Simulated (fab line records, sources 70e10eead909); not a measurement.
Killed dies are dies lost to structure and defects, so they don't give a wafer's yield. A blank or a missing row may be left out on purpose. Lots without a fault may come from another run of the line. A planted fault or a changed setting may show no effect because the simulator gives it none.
Chamber matching | flow nand_harc | NHARC_A_CONTACT_DESCUM_47 on rie_diel-13: 4 sister chambers
The step chemistry O2, time 3 s. 4 wafers are shown with their chamber, then 11 later ones without.

WAFERS WITH THEIR CHAMBER
wafer  | chamber | showerhead_plenum_p_Torr (Torr)
L075.4 | 1       | 1.86
L093.1 | 0       | 1.80
L093.4 | 3       | 1.85
L094.1 | 2       | 1.96

WAFERS WITHOUT THEIR CHAMBER
wafer  | showerhead_plenum_p_Torr (Torr)
L094.2 | 1.85
L094.5 | 1.85
L096.1 | 1.85
L096.2 | 1.85
L096.3 | 1.96
L097.1 | 1.84
L097.3 | 1.85
L097.5 | 1.84
L097.2 | 1.80
L097.4 | 1.96
L097.6 | 1.80

WHICH CHAMBER EACH WENT THROUGH
wafer  | from the rows above | in truth
L094.2 | 3                   | 3
L094.5 | 3                   | 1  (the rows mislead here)
L096.1 | 3                   | 3
L096.2 | 3                   | 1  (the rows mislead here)
L096.3 | 2                   | 2
L097.1 | 3                   | 3
L097.3 | 3                   | 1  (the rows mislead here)
L097.5 | 3                   | 3
L097.2 | 0                   | 0
L097.4 | 2                   | 2
L097.6 | 0                   | 0
Placed correctly: 8 of 11. Can't be placed from these rows: 0. Placed wrongly: 3.
How it was worked out, from the rows above alone: a wafer's distance from a chamber is the root of the sum, over the readings, of the square of ((its reading less the chamber's mean) divided by the reading's scatter). The wafer belongs to the nearest chamber; if the next one is less than 2 further off, it can't be placed. A chamber's mean is the mean of its shown wafers. The scatter: with one shown wafer a chamber, the root of the mean of the squares of how far each hidden wafer lies from its nearest shown one.
